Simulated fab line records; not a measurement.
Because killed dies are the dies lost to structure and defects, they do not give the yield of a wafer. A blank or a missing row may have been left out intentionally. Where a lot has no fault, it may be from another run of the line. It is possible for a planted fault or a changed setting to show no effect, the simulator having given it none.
Which tool was responsible? + flow n5Finfet + Sampling: 10 lots, 30 wafers, 3 of 1938 route steps

## WHAT EACH GAUGE READ, for each wafer
N5_BEOL_M7_CD_MEAS_28: target cd 40 nm.
| lot  | measured     | on       | cdNm (nm)         |
|------|--------------|----------|-------------------|
| L417 | day 8 15:08  | cdSem-02 | 40.19 40.57 39.90 |
| L420 | day 9 14:46  | cdSem-02 | 40.23 40.10 40.09 |
| L421 | day 9 18:07  | cdSem-01 | 40.01 40.25 40.04 |
| L423 | day 10 12:08 | cdSem-02 | 38.20 39.72 39.75 |
| L426 | day 10 20:06 | cdSem-01 | 39.98 39.78 40.19 |
| L432 | day 12 09:56 | cdSem-01 | 40.29 40.08 40.41 |
| L433 | day 12 15:28 | cdSem-02 | 39.97 39.94 40.59 |
| L438 | day 13 23:26 | cdSem-01 | 39.86 39.92 39.86 |
| L439 | day 14 04:43 | cdSem-02 | 40.16 39.73 39.96 |
| L440 | day 14 22:40 | cdSem-03 | 40.30 39.89 40.08 |

## WHICH TOOL RAN EACH LOT (tool, then ch and the chambers of the sampled wafers, then the start)
| lot  | N5_BEOL_M7_HM_DEP_02        | N5_BEOL_M7_EXPOSE_25             |
|------|-----------------------------|----------------------------------|
| L417 | pvdSputter-01, day 8 13:22  | euvScanner-02 ch 0, day 8 15:01  |
| L420 | pvdSputter-03, day 9 13:17  | euvScanner-01 ch 0, day 9 14:38  |
| L421 | pvdSputter-01, day 9 16:22  | euvScanner-01 ch 0, day 9 17:59  |
| L423 | pvdSputter-02, day 10 09:48 | euvScanner-01 ch 0, day 10 12:00 |
| L426 | pvdSputter-02, day 10 17:35 | euvScanner-02 ch 0, day 10 19:58 |
| L432 | pvdSputter-02, day 12 07:21 | euvScanner-02 ch 0, day 12 09:49 |
| L433 | pvdSputter-01, day 12 13:48 | euvScanner-02 ch 0, day 12 15:20 |
| L438 | pvdSputter-02, day 13 21:09 | euvScanner-02 ch 0, day 13 23:19 |
| L439 | pvdSputter-03, day 14 03:19 | euvScanner-02 ch 0, day 14 04:35 |
| L440 | pvdSputter-02, day 14 19:43 | euvScanner-02 ch 0, day 14 22:32 |
- N5_BEOL_M7_HM_DEP_02: deposits TiN, target thk 20 nm.
- N5_BEOL_M7_EXPOSE_25: exposes mask V6, target cd 40 nm.

## AS READ BY THE TOOLS THEMSELVES (means over the sampled wafers that have a number; for cases with no such wafer, the mark the record gives instead)
N5_BEOL_M7_HM_DEP_02.
| lot  | tool          | throttleValvePct (%) |
|------|---------------|----------------------|
| L417 | pvdSputter-01 | 28.4                 |
| L420 | pvdSputter-03 | 30.1                 |
| L421 | pvdSputter-01 | 28.2                 |
| L423 | pvdSputter-02 | 30.0                 |
| L426 | pvdSputter-02 | 30.4                 |
| L432 | pvdSputter-02 | 30.4                 |
| L433 | pvdSputter-01 | 26.8                 |
| L438 | pvdSputter-02 | 29.9                 |
| L439 | pvdSputter-03 | 30.4                 |
| L440 | pvdSputter-02 | 29.7                 |

N5_BEOL_M7_EXPOSE_25.
| lot  | tool          | focusOffsetNm (nm) | reticleTempC (C) |
|------|---------------|--------------------|------------------|
| L417 | euvScanner-02 | 0.1                | 23.05            |
| L420 | euvScanner-01 | -0.4               | 22.94            |
| L421 | euvScanner-01 | -0.5               | 22.88            |
| L423 | euvScanner-01 | 0.8                | 23.06            |
| L426 | euvScanner-02 | -0.2               | 23.00            |
| L432 | euvScanner-02 | 0.6                | 23.04            |
| L433 | euvScanner-02 | 0.6                | 22.78            |
| L438 | euvScanner-02 | -0.0               | 23.08            |
| L439 | euvScanner-02 | 0.4                | 22.98            |
| L440 | euvScanner-02 | 0.3                | 22.93            |

## THE ANSWER, worked out from the rows above alone
Rule: usual is defined by the lots themselves. Put in order of their means at a reading, lots are off if they are a third of the lots or fewer, leave a main group of 4 or more, and stand apart from it by a gap of 3 or more times the standard deviation of the main group's means; of several such gaps the widest counts. Not used: any main group whose means are identical at the precision the tables above print for the reading. Also off: a lot with no number at a reading for which 4 or more lots have one. The other lots that the step has rows for count as sound. The gauges are gone through in route order, then the tools' own readings, and for those a lot's mean is taken as printed above. At the first step where some lot is off, the reading lying furthest off is the one used; lots without a number count as furthest.
Off at N5_BEOL_M7_CD_MEAS_28 (cdNm): L423. The main group: mean 40.09 nm, standard deviation 0.12.
A tool fits if, at a process step before that reading, it ran every lot that is off, and no sound lot after the first of them. Gauges at N5_BEOL_M7_CD_MEAS_28: tried the same way as those tools. One fits: N5_BEOL_M7_EXPOSE_25 on euvScanner-01. Its last sound lot is L421 (day 9 17:59), its first lot that is off L423 (day 10 12:00): a fault that began between those two fits.

## WHAT HAD BEEN PUT IN BY THE SIMULATOR
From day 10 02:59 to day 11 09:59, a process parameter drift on euvScanner-01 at N5_BEOL_M7_EXPOSE_25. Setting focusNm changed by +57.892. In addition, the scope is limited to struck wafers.
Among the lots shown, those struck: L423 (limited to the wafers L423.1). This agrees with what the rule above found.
